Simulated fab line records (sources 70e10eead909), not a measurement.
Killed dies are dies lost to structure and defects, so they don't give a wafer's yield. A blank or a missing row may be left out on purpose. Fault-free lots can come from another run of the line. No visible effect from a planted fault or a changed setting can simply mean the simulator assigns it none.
Comparing a struck lot with a sound one ; flow nand-harc ; 14 steps out of a route of 1159
Sound: the wafers L909.2, L909.3, L909.5. Wafers L904.2, L904.3, L904.5 were the ones struck. At the end, the cause is stated.
For every step that has rows: the tool of each side, followed by ch and its chambers, followed by its first start. Under that, the readings that differ: sound wafers ; struck wafers ; difference of the means ; sigmas: that difference in standard deviations of wafers without a fault.
alike: readings with means less than 2 such deviations apart, plus words and numbers identical on both sides. not compared: withheld readings, readings lacking a value on some wafer, bounds such as >300 that could conceal the same value, and numbers that have no deviation in the record and whose values overlap.
The two part at a step that has a row with sigmas, a row that says differs or no value, or rows on one side only. Numbers that don't overlap but have no deviation are shown without sigmas and don't part them. Lack of a reading on every wafer of one side parts them only where that side has two or more wafers.

first, 9 steps without rows for these wafers: NHARC_A_STAIRCASE_DEHYDRATE_176 (time 120 s); NHARC_A_STAIRCASE_HMDS_177 (time 30 s); NHARC_A_STAIRCASE_COAT_178; NHARC_A_STAIRCASE_SOFTBAKE_179 (time 170 s); NHARC_A_STAIRCASE_EBR_180; NHARC_A_STAIRCASE_EXPOSE_181 (exposes mask STAIR 2); NHARC_A_STAIRCASE_PEB_182 (peb time 130 s); NHARC_A_STAIRCASE_DEVELOP_183 (time 140 s); NHARC_A_STAIRCASE_HARDBAKE_185 (time 140 s).
NHARC_A_STAIRCASE_DESCUM_186: chemistry O2, time 3 s.
  sound on rie-diel-01 ch 0,1,2, day 14 23:41; struck on rie-diel-02 ch 1,2,3, day 14 14:18
  alike: drypump-motor-current-A, oes-product-au, rf-vpp-V, showerhead-plenum-p-Torr, throttle-valve-pct
  not compared: rf-hours-counter-h
NHARC_A_STAIRCASE_TRIM_187: chemistry O2, time 211.2 s.
  sound on rie-diel-01 ch 0,3, day 14 23:57; struck on rie-diel-02 ch 0,1,2, day 14 14:25
  alike: drypump-motor-current-A, oes-product-au, rf-vpp-V, showerhead-plenum-p-Torr, throttle-valve-pct
  not compared: rf-hours-counter-h
NHARC_A_STAIRCASE_ETCH_188: etches the open film in C4F8/O2, target depth 100 nm, time 40.5 s.
  sound on rie-diel-01 ch 0,1,3, day 15 00:44; struck on rie-diel-02 ch 0,1,2, day 14 14:32
reading;sound;struck;difference;sigmas
oes-product-au (a.u.);0.937 0.933 0.917;1.099 1.143 1.102;+0.186;+13
  alike: rf-vpp-V
  not compared: rf-hours-counter-h
NHARC_A_STAIRCASE_TRIM_189: chemistry O2, time 211.2 s.
  sound: rie-diel-01 ch 1,2,3; struck: rie-diel-02 ch 0,1,2
  alike: drypump-motor-current-A, oes-product-au, rf-vpp-V, showerhead-plenum-p-Torr, throttle-valve-pct
  not compared: rf-hours-counter-h
-- the record jumps here: 9 days lie between the struck wafers' starts before and after (it left off in module A_STAIRCASE and takes up again in module END, whose first step shown is number 1159 of the route) --
NHARC_END_SORT_01:
  the record has rows for the struck wafers here (prober-02 ch 0, day 23 10:10) and none for the sound ones

WHERE THEY PART
Earliest at NHARC_A_STAIRCASE_ETCH_188; latest, in this record, at NHARC_END_SORT_01.

WHY: what had been put in by the simulator
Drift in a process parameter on rie-diel-02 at NHARC_A_STAIRCASE_ETCH_188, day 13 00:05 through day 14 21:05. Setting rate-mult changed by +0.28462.
